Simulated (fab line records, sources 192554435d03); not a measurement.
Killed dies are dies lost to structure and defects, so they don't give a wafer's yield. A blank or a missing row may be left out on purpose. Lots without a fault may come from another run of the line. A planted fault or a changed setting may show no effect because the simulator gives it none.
Chamber matching | flow n5_finfet | N5_FIN_SAQP_HM_DEP_72 on pecvd-03: 3 sister chambers
The step deposits SiO2 from SiH4/N2O, target thk 12 nm, time 7.2 s. 6 wafers are shown with their chamber, then 12 later ones without.

WAFERS WITH THEIR CHAMBER
wafer  | chamber | showerhead_plenum_p_Torr (Torr) | heater_power_w (W)
L087.2 | 2       | 8.21                            | 856
L089.4 | 2       | 8.22                            | 893
L089.5 | 0       | 8.05                            | 704
L090.1 | 0       | 8.05                            | 638
L090.2 | 1       | 8.18                            | 819
L090.4 | 1       | 8.16                            | 828

WAFERS WITHOUT THEIR CHAMBER
wafer  | showerhead_plenum_p_Torr (Torr) | heater_power_w (W)
L091.2 | 8.18                            | 905
L091.4 | 8.05                            | 646
L091.5 | 8.18                            | 903
L092.1 | 8.05                            | 666
L092.2 | 8.20                            | 949
L092.3 | 8.20                            | 927
L094.2 | 8.05                            | 728
L094.3 | 8.17                            | 828
L094.4 | 8.05                            | 736
L097.2 | 8.16                            | 879
L097.4 | 8.05                            | 639
L097.6 | 8.21                            | 781

WHICH CHAMBER EACH WENT THROUGH
wafer  | from the rows above     | in truth
L091.2 | can't be placed: 1 or 2 | 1
L091.4 | 0                       | 0
L091.5 | can't be placed: 1 or 2 | 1
L092.1 | 0                       | 0
L092.2 | 2                       | 2
L092.3 | 2                       | 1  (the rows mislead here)
L094.2 | 0                       | 0
L094.3 | 1                       | 1
L094.4 | 0                       | 0
L097.2 | 1                       | 1
L097.4 | 0                       | 0
L097.6 | can't be placed: 2 or 1 | 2
Placed correctly: 8 of 12. Can't be placed from these rows: 3 (the true chamber is among the candidates in 3). Placed wrongly: 1.
How it was worked out, from the rows above alone: a wafer's distance from a chamber is the root of the sum, over the readings, of the square of ((its reading less the chamber's mean) divided by the reading's scatter). The wafer belongs to the nearest chamber; if the next one is less than 2 further off, it can't be placed. A chamber's mean is the mean of its shown wafers. The scatter: the root of (the sum of the squares of (reading less its chamber's mean) over the shown wafers, divided by (wafers less chambers)).
